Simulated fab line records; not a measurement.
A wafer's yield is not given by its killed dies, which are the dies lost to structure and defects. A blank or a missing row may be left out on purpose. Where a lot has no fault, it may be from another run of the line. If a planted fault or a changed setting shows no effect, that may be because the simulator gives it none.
fab line records	flow n5-finfet
record: lots: 9	wafers: 27	last-day: 17
route steps=1938 shown BEOL_M4@1111 BEOL_M14@1731 PASSIVATION@1936
lots that met no fault: taken from a fault-free run of the same line
start-h: hours from the record's opening day to when the first of the lot's shown wafers began	wait-h: hours from the lot's prior step to this one	" same as the row above	L1.1+2: a single row standing in for several wafers	- value missing, or start not given	* or withheld: withheld	< > ~ a bound
route shown NAME@n: NAME is a module with steps in the file, n the number in the route of the first one	usual: mean and standard deviation over wafers with no fault	same: alike in all rows	chamber/n: place in a boat	sites: readings site by site	_std_site: the standard deviation of these	_edge_site: the outer-site mean with the inner-site mean subtracted	radius-mm: for every site, how far away it sits from the centre of the wafer	mask NAME#n: copy n	behind: the tool/chamber that last shaped the wafer	hold: what put the lot on hold/how long, in hours/how the hold closed	device: which transistor (n, p or np) failed to switch	end of line: tests of these same wafers at the route's end	where a step has no rows: the recipe by itself	killed: the dies lost at the first sort to structure and to defects; this is not the yield of the wafer	map: a wafer's dies, x killed, . not, _ none there
set.NAME: setting as actually run; set.NAME@STEP: the setting as run at that earlier step	model.NAME: the simulator's own value behind a step, which no gauge read
steps of the route over a sample of lots; a table a step, a row a wafer
services: from which hour (start-h, from the record's first day; less than 0 if before it) a tool's chamber was out of use, for how many hours, and why
== steps ==
step: N5_BEOL_M4_RC_MEAS_101
usual: DIBL_N: 36.1/1.3	DIBL_P: 36.3/1.4	IOFF_N: 0.162/0.024	IOFF_P: 0.22/0.033	ION_N: 674/9.9	ION_P: 464/7.6	SS_N: 71.6/0.53	SS_P: 73.4/0.55	VT_N: 249.4/2.9	VT_P: -249/3.3
lot.wafer	tool	chamber	start-h	wait-h	DIBL_N[mV/V]	DIBL_P[mV/V]	IOFF_N[nA/um]	IOFF_P[nA/um]	ION_N[uA/um]	ION_P[uA/um]	SS_N[mV/dec]	SS_P[mV/dec]	VT_N[mV]	VT_P[mV]
L177.2	prober-02	0	202.33	0.2	37.9	37.4	0.166	0.25	660	459	72.1	73.6	248.5	-246
L177.3	"	0	"	"	36.6	35.6	0.160	0.24	668	468	71.6	73.8	248.5	-245
L177.4	"	0	"	"	36.2	35.0	0.143	0.22	670	468	71.4	73.0	249.0	-244
L179.2	prober-01	0	218.14	1.1	34.5	33.5	0.134	0.20	664	462	71.1	73.3	250.1	-252
L179.3	"	0	"	"	35.7	34.1	0.153	0.20	668	464	71.3	72.7	248.3	-248
L179.4	"	0	"	"	36.3	35.7	0.169	0.23	689	473	72.2	73.8	248.7	-247
L181.1	prober-02	0	219.99	0.0	34.6	35.5	0.152	0.19	675	457	71.7	73.3	250.7	-251
L181.5	"	0	"	"	34.7	35.4	0.153	0.19	681	459	71.3	72.9	248.7	-253
L181.6	"	0	"	"	33.7	34.0	0.144	0.17	670	453	70.4	72.7	249.0	-251
L182.2	prober-02	0	225.32	0.2	36.2	36.2	0.166	0.23	671	459	72.4	73.4	247.3	-250
L182.3	"	0	"	"	36.2	36.2	0.165	0.22	677	466	71.5	72.8	249.8	-250
L182.4	"	0	"	"	37.2	36.9	0.177	0.23	674	461	72.1	73.6	249.9	-247
L185.3	prober-02	0	242.71	0.3	36.8	37.4	0.171	0.27	670	469	71.9	73.5	248.2	-243
L185.4	"	0	"	"	36.3	36.5	0.162	0.25	668	468	72.0	72.5	250.1	-246
L185.6	"	0	"	"	35.5	35.1	0.145	0.22	664	464	72.1	72.8	250.7	-249
L190.1	prober-01	0	278.18	0.0	36.3	37.8	0.179	0.21	675	465	72.1	73.6	247.6	-250
L190.3	"	0	"	"	35.4	36.1	0.161	0.19	675	458	71.5	73.7	248.0	-252
L190.6	"	0	"	"	35.9	36.8	0.170	0.20	675	458	71.7	73.9	250.0	-250
L189.1	prober-02	0	281.48	0.0	33.9	33.6	0.112	0.17	653	455	70.4	72.4	253.9	-253
L189.2	"	0	"	"	37.8	37.9	0.183	0.23	672	463	71.9	73.9	248.7	-250
L189.4	"	0	"	"	36.2	35.7	0.145	0.19	665	454	71.2	72.7	253.0	-252
L193.2	prober-01	0	294.21	0.2	33.7	36.0	0.133	0.19	681	464	70.8	73.6	254.7	-249
L193.4	"	0	"	"	32.9	35.3	0.117	0.17	660	455	70.8	73.8	253.4	-253
L193.6	"	0	"	"	33.2	35.2	0.121	0.18	669	458	71.6	72.5	255.0	-252
L192.4	prober-02	0	301.76	0.5	35.8	34.9	0.142	0.22	675	465	71.0	72.7	249.5	-246
L192.5	"	0	"	"	33.6	32.3	0.111	0.18	654	461	71.4	72.7	252.1	-250
L192.6	"	0	"	"	36.4	36.6	0.154	0.24	683	470	71.3	73.4	250.5	-246
step: N5_BEOL_M14_VIA_ETCH_16
recipe: chemistry: C4F8/O2/Ar	target: SiO2	he-inner-torr: 15	he-outer-torr: 30	target-depth-a: 12313	time-s: withheld	ion-energy-ev: 800	pressure-mtorr: 20	source-w: 1905	bias-w: 2040	Ar_flow_sccm: 400	C4F8_flow_sccm: 16	O2_flow_sccm: 12	ends: cleared
usual: C4F8_flow_sccm: 16.00/0.055	O2_flow_sccm: 12.00/0.033	drypump-motor-current-A: 5.8/0.39	oes_f_703_au: 0.83/0.063	oes-product-au: 0.75/0.063	rf-fwd-power-W: 1900/6.7	rf-vpp-V: 2225/19	showerhead-plenum-p-Torr: 3.46/0.12	throttle-valve-pct: 30.88/0.2
lot.wafer	tool	chamber	start-h	wait-h	C4F8_flow_sccm	O2_flow_sccm	drypump-motor-current-A	oes_f_703_au	oes-product-au	rf-fwd-power-W	rf-vpp-V	showerhead-plenum-p-Torr	throttle-valve-pct
L177.2	rie-diel-02	2	271.00	0.0	16.03	11.97	5.7	0.74	0.66	1913	2185	3.30	31.15
L177.3	"	3	"	"	15.95	11.99	6.6	0.75	0.67	1903	2223	3.59	30.76
L177.4	"	0	"	"	16.06	11.96	6.2	0.86	0.78	1900	2230	3.36	30.79
L181.1	rie-diel-06	3	288.13	0.0	16.12	12.00	5.6	0.88	0.80	1901	2240	3.36	30.91
L181.5	"	3	"	"	16.05	12.05	5.6	0.87	0.80	1897	2241	3.36	30.91
L181.6	"	2	"	"	16.14	12.04	6.3	0.85	0.77	1907	2225	3.62	30.53
L179.2	rie-diel-05	1	293.21	0.0	16.00	11.96	5.4	0.88	0.80	1884	2231	3.38	30.87
L179.3	"	3	"	"	15.93	12.00	5.7	0.86	0.77	1905	2202	3.35	30.75
L179.4	"	2	"	"	16.03	12.01	6.0	0.90	0.83	1897	2197	3.50	30.89
L182.2	rie-diel-06	3	294.96	0.0	15.99	12.03	5.6	0.88	0.78	1893	2239	3.36	30.91
L182.3	"	0	"	"	16.03	11.98	5.7	0.88	0.79	1902	2235	3.62	30.87
L182.4	"	0	"	"	16.04	12.01	5.7	0.88	0.79	1905	2237	3.62	30.89
L185.3	rie-diel-02	3	316.28	0.0	16.05	11.99	6.6	0.74	0.67	1897	2222	3.58	30.77
L185.4	"	3	"	"	16.02	12.01	6.6	0.74	0.67	1901	2222	3.58	30.78
L185.6	"	0	"	"	15.91	12.00	6.1	0.84	0.77	1901	2228	3.35	30.81
L190.1	rie-diel-06	1	363.75	0.0	15.96	12.04	5.2	0.98	0.88	1898	2219	3.52	30.98
L190.3	"	3	"	"	16.00	11.99	5.6	0.85	0.77	1900	2239	3.35	30.95
L190.6	"	0	"	"	15.98	12.00	5.7	0.85	0.77	1894	2234	3.61	30.90
L189.1	rie-diel-02	3	367.80	0.0	15.96	12.03	6.6	0.72	0.65	1911	2221	3.57	30.76
L189.2	"	0	"	"	15.98	11.98	6.1	0.81	0.74	1906	2230	3.35	30.82
L189.4	"	2	"	"	16.01	11.98	5.7	0.72	0.63	1901	2184	3.28	31.18
L193.2	rie-diel-06	1	381.21	0.0	16.04	12.01	5.2	0.96	0.86	1891	2219	3.51	30.99
L193.4	"	0	"	"	16.09	11.99	5.7	0.84	0.76	1896	2234	3.61	30.89
L193.6	"	1	"	"	15.96	12.00	5.2	0.95	0.85	1897	2219	3.51	30.96
L192.4	rie-diel-05	1	385.31	0.0	15.99	12.00	5.5	0.84	0.77	1897	2229	3.36	30.92
L192.5	"	0	"	"	16.05	12.00	5.7	0.78	0.69	1906	2229	3.58	31.33
L192.6	"	3	"	"	15.89	11.95	5.7	0.81	0.74	1902	2202	3.34	30.78
step: N5_BEOL_M14_CD_MEAS_28
recipe: target-cd-nm: 284.4	landing-energy-ev: 500	detector: se-inlens
usual: cd-nm: 285.0/1.6
lot.wafer	tool	chamber	start-h	wait-h	cd-nm
L177.2	cd-sem-01	0	271.68	-	287.4
L177.3	"	0	"	"	287.2
L177.4	"	0	"	"	287.8
L181.1	cd-sem-02	0	288.84	-	283.6
L181.5	"	0	"	"	285.2
L181.6	"	0	"	"	284.3
L179.2	cd-sem-02	0	294.01	-	281.0
L179.3	"	0	"	"	281.8
L179.4	"	0	"	"	280.7
L182.2	cd-sem-02	0	295.64	-	287.1
L182.3	"	0	"	"	284.7
L182.4	"	0	"	"	285.9
L185.3	cd-sem-03	0	317.08	-	285.0
L185.4	"	0	"	"	286.1
L185.6	"	0	"	"	283.0
L190.1	cd-sem-01	0	364.42	-	288.2
L190.3	"	0	"	"	287.4
L190.6	"	0	"	"	286.4
L189.1	cd-sem-01	0	368.61	-	284.4
L189.2	"	0	"	"	282.4
L189.4	"	0	"	"	285.4
L193.2	cd-sem-01	0	381.89	-	285.3
L193.4	"	0	"	"	286.2
L193.6	"	0	"	"	286.4
L192.4	cd-sem-02	0	385.99	-	287.6
L192.5	"	0	"	"	285.3
L192.6	"	0	"	"	285.1
step: N5_BEOL_M14_ETCH_68
recipe: chemistry: N2/H2	target: SOC	mask-material: SiARC	source-w: 3000	bias-w: 350	temp-c: 40	time-s: 450	ion-energy-ev: 200	pressure-mtorr: 30	n2-flow-sccm: 200	h2-flow-sccm: 200
usual: bias-w: 350.0/1	chamber-pressure-mTorr: 30.000/0.025	drypump-motor-current-A: 5.8/0.38	oes-product-au: 0.82/0.073	rf-fwd-power-W: 2996/9.4	rf-vpp-V: 523.9/2.7	showerhead-plenum-p-Torr: 2.54/0.095	throttle-valve-pct: 17.77/0.19
lot.wafer	tool	chamber	start-h	wait-h	bias-w	chamber-pressure-mTorr	drypump-motor-current-A	oes-product-au	rf-fwd-power-W	rf-hours-counter-h	rf-vpp-V	showerhead-plenum-p-Torr	throttle-valve-pct
L177.2	rie-diel-02	2	272.02	0.1	350.7	30.001	5.7	0.73	2993	166	521.8	2.43	18.00
L177.3	"	0	"	"	350.0	30.021	6.1	0.87	3000	47	522.1	2.49	17.76
L177.4	"	1	"	"	351.7	30.062	5.6	0.88	2986	42	522.7	2.49	17.58
L181.1	rie-diel-02	0	289.11	0.1	-	-	-	-	-	-	-	-	-
L181.5	"	3	"	"	-	-	-	-	-	-	-	-	-
L181.6	"	0	"	"	-	-	-	-	-	-	-	-	-
L179.2	rie-diel-06	3	294.47	0.1	-	-	-	-	-	-	-	-	-
L179.3	"	0	"	"	-	-	-	-	-	-	-	-	-
L179.4	"	1	"	"	-	-	-	-	-	-	-	-	-
L182.2	rie-diel-06	1	296.22	0.1	-	-	-	-	-	-	-	-	-
L182.3	"	0	"	"	-	-	-	-	-	-	-	-	-
L182.4	"	3	"	"	-	-	-	-	-	-	-	-	-
L185.3	rie-diel-06	2	317.35	0.1	349.2	30.004	6.3	0.85	2998	62	528.9	2.70	17.52
L185.4	"	1	"	"	350.1	30.007	5.2	0.69	2987	247	524.7	2.60	18.10
L185.6	"	3	"	"	349.4	29.996	5.6	0.87	2990	-	521.5	2.48	17.71
L190.1	rie-diel-02	2	364.69	0.1	348.6	30.004	5.7	0.71	3002	200	521.1	2.42	18.05
L190.3	"	3	"	"	350.7	29.998	6.6	0.73	2990	165	526.4	2.64	17.71
L190.6	"	0	"	"	349.8	30.018	6.1	0.83	3003	-	522.7	2.48	17.80
L189.1	rie-diel-06	0	369.10	0.1	349.6	30.029	5.7	0.85	3006	72	527.8	2.68	17.73
L189.2	"	3	"	"	350.0	29.951	5.6	0.84	2998	59	521.7	2.47	17.76
L189.4	"	2	"	"	351.3	29.994	6.3	0.83	3005	80	528.0	2.69	17.58
L193.2	rie-diel-02	0	382.15	0.1	349.5	30.009	6.2	0.82	3011	84	521.5	2.47	17.80
L193.4	"	1	"	"	349.5	30.003	5.6	0.82	2999	81	522.9	2.48	17.65
L193.6	"	1	"	"	352.3	29.981	5.6	0.83	2991	-	522.6	2.48	17.65
L192.4	rie-diel-02	2	386.27	0.1	350.4	29.987	5.7	0.70	2990	207	519.5	2.42	18.06
L192.5	"	1	"	"	349.0	29.987	5.6	0.82	2983	-	522.2	2.48	17.66
L192.6	"	0	"	"	349.0	29.974	6.2	0.81	2996	-	523.2	2.47	17.82
step: N5_BEOL_M14_PRE_CLEAN_42
recipe: gas: H2/He	time-s: 30	temp-c: 300
usual: heater-power-w: 481/54
lot.wafer	tool	chamber	start-h	wait-h	heater-power-w
L177.2	pvd-sputter-01	-	277.41	0.0	511
L177.3	"	-	"	"	507
L177.4	"	-	"	"	451
L181.1	pvd-sputter-03	-	290.63	0.0	551
L181.5	"	-	"	"	486
L181.6	"	-	"	"	542
L179.2	pvd-sputter-02	-	297.73	0.0	397
L179.3	"	-	"	"	451
L179.4	"	-	"	"	495
L182.2	pvd-sputter-01	-	297.95	0.0	452
L182.3	"	-	"	"	476
L182.4	"	-	"	"	523
L185.3	pvd-sputter-03	-	318.21	0.0	675
L185.4	"	-	"	"	429
L185.6	"	-	"	"	479
L190.1	pvd-sputter-01	-	365.58	0.0	527
L190.3	"	-	"	"	447
L190.6	"	-	"	"	454
L189.1	pvd-sputter-02	-	369.96	0.0	482
L189.2	"	-	"	"	457
L189.4	"	-	"	"	480
L193.2	pvd-sputter-02	-	383.36	0.0	472
L193.4	"	-	"	"	445
L193.6	"	-	"	"	489
L192.4	pvd-sputter-01	-	392.95	0.0	479
L192.5	"	-	"	"	464
L192.6	"	-	"	"	513
step: N5_PASSIVATION_PROBE_49
usual: defect-limited-yield: 91.1/1.5	killed_at_M0_to_M3: 36/11	killed_at_M4_up: 13/5	killed-at-contacts: 13/5	killed-at-front-end: 40/12	killed-at-other: 3.3/2.3	killed-dies: 106/17	killed-on-rim: 13/3.7	killed-open: 70/13	killed-short: 34/7.6	sort_bin_5_function: 5.3/0.96	sort_bin_6_memory: 3.3/0.66	sort-n-pass: 1074/17	sort-yield-pct: 91.1/1.5
same: gross-dies: 1180	killed-at-back-side: 0	sort_bin_4_leakage[%]: 0	sort_bin_8_speed[%]: 0
lot.wafer	tool	chamber	start-h	wait-h	defect-limited-yield[%]	killed_at_M0_to_M3	killed_at_M4_up	killed-at-contacts	killed-at-front-end	killed-at-other	killed-dies	killed-on-rim	killed-open	killed-short	sort_bin_5_function[%]	sort_bin_6_memory[%]	sort-n-pass	sort-yield-pct[%]
L181.1	prober-01	-	312.20	0.0	0	36	1092	15	27	10	1180	152	75	31	96.3	3.6	0	0
L181.5	prober-01	-	312.40	0.2	0	38	1092	10	39	1	1180	152	64	35	96.4	3.1	0	0
L181.6	prober-01	-	312.45	0.3	0	51	1082	7	37	3	1180	152	67	45	96.1	3.4	0	0
L182.2	prober-01	-	320.62	0.1	0	20	1109	11	38	2	1180	152	51	26	97.5	2.5	0	0
L182.3	prober-01	-	320.67	0.1	0	29	1094	5	48	4	1180	152	62	31	97.3	2.5	0	0
L182.4	prober-01	-	320.72	0.2	0	22	1100	15	37	6	1180	152	65	29	96.9	2.8	0	0
L179.2	prober-02	-	321.55	0.1	0	69	1064	14	33	0	1180	152	93	37	96.5	3.3	0	0
L179.3	prober-02	-	321.60	0.1	0	47	1075	18	40	0	1180	152	81	34	96.2	3.7	0	0
L179.4	prober-02	-	321.65	0.2	0	34	1061	23	59	3	1180	152	90	51	95.6	3.9	0	0
L185.3	prober-02	-	342.30	0.1	90.4	27	15	16	54	1	113	13	74	33	6.1	3.0	1067	90.4
L185.4	prober-02	-	342.35	0.2	90.3	42	13	8	44	8	115	10	75	38	5.6	3.9	1065	90.3
L185.6	prober-02	-	342.45	0.3	91.8	43	10	10	33	1	97	13	65	31	5.0	2.9	1083	91.8
L190.1	prober-01	-	391.80	0.0	92.0	15	11	10	53	5	94	10	70	23	4.9	2.9	1086	92.0
L189.4	prober-02	-	395.68	0.2	90.3	48	9	13	42	3	115	14	75	40	5.7	3.9	1065	90.3
L192.4	prober-01	-	416.36	0.2	90.2	37	18	14	43	4	116	10	70	40	5.3	3.6	1064	90.2
L192.5	prober-01	-	416.41	0.2	90.7	43	15	12	36	4	110	13	70	39	4.9	3.7	1070	90.7
L192.6	prober-01	-	416.46	0.3	90.2	40	17	13	44	2	116	19	72	40	5.1	3.7	1064	90.2
killed by level:class
L181.1 BEOL_M14:area-etch=1070 BEOL_M4:geometric-particle:open=14 MOL_CONTACT_COAG:geometric-particle:open=13 BEOL_M0_SAQP:geometric-particle:open=9 BEOL_M0_SAQP:geometric-particle:short=9 BEOL_M3:geometric-particle:open=5 FIN_SAQP:geometric-particle:open=4 DUMMY_GATE:geometric-particle:open=4
L181.5 BEOL_M14:area-etch=1081 MOL_CONTACT_COAG:geometric-particle:open=9 BEOL_M2:geometric-particle:open=8 BEOL_M3:geometric-particle:open=8 FIN_SAQP:geometric-particle:open=7 BEOL_M1:geometric-particle:open=6 FIN_SAQP:geometric-particle:short=5 BEOL_M0_SAQP:geometric-particle:short=5
L181.6 BEOL_M14:area-etch=1065 BEOL_M0_SAQP:geometric-particle:open=13 BEOL_M0_SAQP:geometric-particle:short=12 BEOL_M1:geometric-particle:open=9 FIN_SAQP:geometric-particle:short=6 FIN_SAQP:geometric-particle:open=6 DUMMY_GATE:geometric-particle:open=6 MOL_CONTACT_COAG:geometric-particle:open=5
L182.2 BEOL_M14:area-etch=1101 STI_FIN_REVEAL:geometric-particle:open=10 GATE_CUT:geometric-particle:short=8 MOL_CONTACT_COAG:geometric-particle:open=8 BEOL_M2:geometric-particle:open=5 BEOL_M3:geometric-particle:open=5 GATE_CUT:geometric-particle:open=4 BEOL_M0_SAQP:geometric-particle:open=4
L182.3 BEOL_M14:area-etch=1087 STI_FIN_REVEAL:geometric-particle:open=17 FIN_SAQP:geometric-particle:short=9 BEOL_M2:geometric-particle:open=9 BEOL_M0_SAQP:geometric-particle:open=7 GATE_CUT:geometric-particle:open=5 GATE_CUT:geometric-particle:short=4 MOL_CONTACT_COAG:geometric-particle:open=4
L182.4 BEOL_M14:area-etch=1085 MOL_CONTACT_COAG:geometric-particle:open=13 STI_FIN_REVEAL:geometric-particle:open=10 BEOL_M0_SAQP:geometric-particle:short=8 FIN_SAQP:geometric-particle:open=7 GATE_CUT:geometric-particle:short=5 BEOL_M2:geometric-particle:open=4 BEOL_M3:geometric-particle:open=4
L179.2 BEOL_M14:area-etch=1050 MOL_CONTACT_COAG:geometric-particle:open=12 BEOL_M0_SAQP:geometric-particle:open=12 BEOL_M3:geometric-particle:open=11 BEOL_M0:geometric-particle:open=10 BEOL_M1:geometric-particle:open=10 BEOL_M2:geometric-particle:open=9 BEOL_M4:geometric-particle:open=9
L179.3 BEOL_M14:area-etch=1065 BEOL_M1:geometric-particle:open=16 MOL_CONTACT_COAG:geometric-particle:open=15 FIN_SAQP:geometric-particle:open=8 FIN_SAQP:geometric-particle:short=8 BEOL_M3:geometric-particle:open=8 BEOL_M0_SAQP:geometric-particle:open=6 STI_FIN_REVEAL:geometric-particle:open=5
L179.4 BEOL_M14:area-etch=1039 MOL_CONTACT_COAG:geometric-particle:open=14 FIN_SAQP:geometric-particle:open=12 STI_FIN_REVEAL:geometric-particle:open=12 BEOL_M1:geometric-particle:open=12 FIN_SAQP:geometric-particle:short=9 BEOL_M4:geometric-particle:open=9 MOL_CONTACT_COAG:geometric-particle:short=9
L185.3 STI_FIN_REVEAL:geometric-particle:open=15 MOL_CONTACT_COAG:geometric-particle:open=14 BEOL_M4:geometric-particle:open=8 DUMMY_GATE:geometric-particle:open=6 BEOL_M3:geometric-particle:open=6 STI_FIN_REVEAL:geometric-particle:short=5 STARTING-WAFER:geometric-particle:open=5 FIN_SAQP:geometric-particle:open=4
L185.4 BEOL_M0_SAQP:geometric-particle:open=17 STI_FIN_REVEAL:geometric-particle:open=10 BEOL_M0_SAQP:geometric-particle:short=10 FIN_SAQP:geometric-particle:open=8 BEOL_M3:geometric-particle:open=8 GATE_CUT:geometric-particle:open=7 MOL_CONTACT_COAG:geometric-particle:open=6 BEOL_M4:geometric-particle:short=5
L185.6 BEOL_M3:geometric-particle:open=16 BEOL_M0_SAQP:geometric-particle:short=10 MOL_CONTACT_COAG:geometric-particle:open=8 STI_FIN_REVEAL:geometric-particle:open=7 BEOL_M0_SAQP:geometric-particle:open=7 BEOL_M4:geometric-particle:open=5 ILD0:geometric-particle:open=4 BEOL_M2:geometric-particle:open=4
L190.1 FIN_SAQP:geometric-particle:open=23 MOL_CONTACT_COAG:geometric-particle:open=8 FIN_SAQP:geometric-particle:short=7 STI_FIN_REVEAL:geometric-particle:open=7 BEOL_M1:geometric-particle:open=6 DUMMY_GATE:geometric-particle:open=4 BEOL_M4:geometric-particle:open=4 DUMMY_GATE:geometric-particle:short=3
L189.4 FIN_SAQP:geometric-particle:open=19 BEOL_M0_SAQP:geometric-particle:open=15 BEOL_M0_SAQP:geometric-particle:short=14 BEOL_M3:geometric-particle:open=10 MOL_CONTACT_COAG:geometric-particle:open=9 FIN_SAQP:geometric-particle:short=6 GATE_CUT:geometric-particle:short=6 BEOL_M2:geometric-particle:open=5
L192.4 MOL_CONTACT_COAG:geometric-particle:open=12 FIN_SAQP:geometric-particle:open=11 BEOL_M2:geometric-particle:open=10 BEOL_M4:geometric-particle:open=9 BEOL_M0_SAQP:geometric-particle:short=7 STI_FIN_REVEAL:geometric-particle:open=6 HKMG_FIN:area-etch=6 BEOL_M0_SAQP:geometric-particle:open=5
L192.5 BEOL_M0_SAQP:geometric-particle:open=11 BEOL_M2:geometric-particle:open=11 FIN_SAQP:geometric-particle:open=9 BEOL_M0_SAQP:geometric-particle:short=9 MOL_CONTACT_COAG:geometric-particle:open=9 STI_FIN_REVEAL:geometric-particle:open=7 FIN_SAQP:geometric-particle:short=6 BEOL_M3:geometric-particle:short=5
L192.6 BEOL_M3:geometric-particle:open=12 MOL_CONTACT_COAG:geometric-particle:open=11 BEOL_M3:geometric-particle:short=11 FIN_SAQP:geometric-particle:short=9 DUMMY_GATE:geometric-particle:open=9 BEOL_M4:geometric-particle:open=8 FIN_SAQP:geometric-particle:open=6 BEOL_M5:geometric-particle:open=5
== services ==
tool	chamber	start-h	hours	kind
rie-diel-06	-	265.39	0.7	repair
rie-diel-06	-	270.83	0.2	repair
rie-diel-02	0	279.12	2.5	repair
rie-diel-06	2	288.40	8.9	repair
rie-diel-06	1	304.37	12.7	repair
rie-diel-02	2	312.47	4.1	repair
rie-diel-06	1	329.10	-	clean
rie-diel-06	1	329.10	-	consumable-replace:focus-ring
rie-diel-06	1	329.10	14.7	scheduled-down
rie-diel-06	1	329.10	14.7	vent-cycle
rie-diel-05	0	342.72	3.9	repair
rie-diel-05	-	388.05	1.4	repair
== key ==
first-sign: step: N5_BEOL_M14_ETCH_68	reading: tool-record	direction: missing
effect: step: N5_PASSIVATION_PROBE_49	reading: killed_at_M4_up	direction: up	sigmas: 99+	usual: 13	struck: 1085
more-kills-born-at: N5_BEOL_M14_ETCH_68@rie-diel-06: 6427	N5_BEOL_M14_ETCH_68@rie-diel-02: 3216
met-at N5_BEOL_M14_ETCH_68
struck-lots L179,L181,L182
later-rows-left-out L179.2,L179.3,L179.4,L181.1,L181.5,L181.6,L182.2,L182.3,L182.4
not-acting-at N5_BEOL_M14_VIA_ETCH_16,N5_BEOL_M14_CD_MEAS_28,N5_BEOL_M14_PRE_CLEAN_42
onset-between 272.02 289.11
fault: kind: skipped-step-whole	tool: rie-diel-02,rie-diel-06	chamber: -	onset-h: 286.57	steps: N5_BEOL_M14_ETCH_68	scope: struck-lots-only
later-rows-left-out: the simulator's readings of these wafers behind a module that went badly wrong aren't trusted and aren't shown, but for the sort
